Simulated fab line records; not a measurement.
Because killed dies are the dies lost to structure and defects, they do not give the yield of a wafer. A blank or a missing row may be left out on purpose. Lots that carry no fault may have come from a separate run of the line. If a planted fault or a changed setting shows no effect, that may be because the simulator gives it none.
Matching of chambers	flow n5-finfet	4 sister chambers for N5_BEOL_M15_TRENCH_ETCH_34 on rie-diel-04
The step etches SiO2 in C4F8/O2/Ar, target depth 872.93 nm, time 199 s. 18 wafers are shown with their chamber, then 9 later ones without.

== EACH WAFER AND ITS CHAMBER ==
wafer	chamber	showerhead-plenum-p-Torr (Torr)	rf-vpp-V (V)	drypump-motor-current-A (A)
L074.3	1	3.48	2227	5.5
L074.4	0	3.29	2279	6.0
L074.5	1	3.48	2226	5.5
L077.2	3	3.40	2193	4.9
L077.3	0	3.29	2277	6.1
L077.4	1	3.48	2227	5.5
L078.2	1	3.47	2226	5.5
L078.4	2	3.36	2172	4.8
L078.6	3	3.40	2191	4.9
L079.4	1	3.47	2226	5.5
L079.5	0	3.29	2278	6.1
L079.6	1	3.47	2226	5.5
L075.2	0	3.29	2280	6.0
L075.5	2	3.36	2174	4.8
L075.6	1	3.47	2227	5.5
L080.2	0	3.29	2278	6.0
L080.5	0	3.29	2278	6.0
L080.6	1	3.47	2227	5.5

SIGNATURES, as means of the wafers listed above
reading	chamber 0	chamber 1	chamber 2	chamber 3	scatter within a chamber
showerhead-plenum-p-Torr	3.2900	3.4737	3.3600	3.4000	0.00366
rf-vpp-V	2278.33	2226.50	2173.00	2192.00	0.9
drypump-motor-current-A	6.033	5.500	4.800	4.900	0.0309
Rule: for each reading, subtract the chamber's mean from the wafer's reading, divide by that reading's scatter and square the result; add these up over the readings and take the root, which gives the wafer's distance from the chamber. If the next closest chamber is less than 2 further off than the closest, the wafer can't be placed; otherwise it belongs to the closest. The scatter: the root of (the sum of the squares of (reading less its chamber's mean) over the shown wafers, divided by (wafers less chambers)).

== WAFERS WHOSE CHAMBER IS MISSING ==
wafer	showerhead-plenum-p-Torr (Torr)	rf-vpp-V (V)	drypump-motor-current-A (A)
L084.1	3.28	2276	6.0
L084.5	3.28	2277	6.0
L084.6	3.46	2225	5.5
L083.2	3.28	2278	6.0
L083.3	3.38	2190	4.9
L083.6	3.38	2190	4.9
L092.1	3.38	2188	4.9
L092.3	3.34	2170	4.8
L092.6	3.27	2276	6.0

== WHICH CHAMBER EACH ONE RAN IN ==
wafer	from the rows above	in truth
L084.1	0	0
L084.5	0	0
L084.6	1	1
L083.2	0	0
L083.3	3	3
L083.6	3	3
L092.1	3	3
L092.3	2	2
L092.6	0	0
Correct placement for 9 of the 9. Not placeable from these rows: 0. 0 placed wrongly.
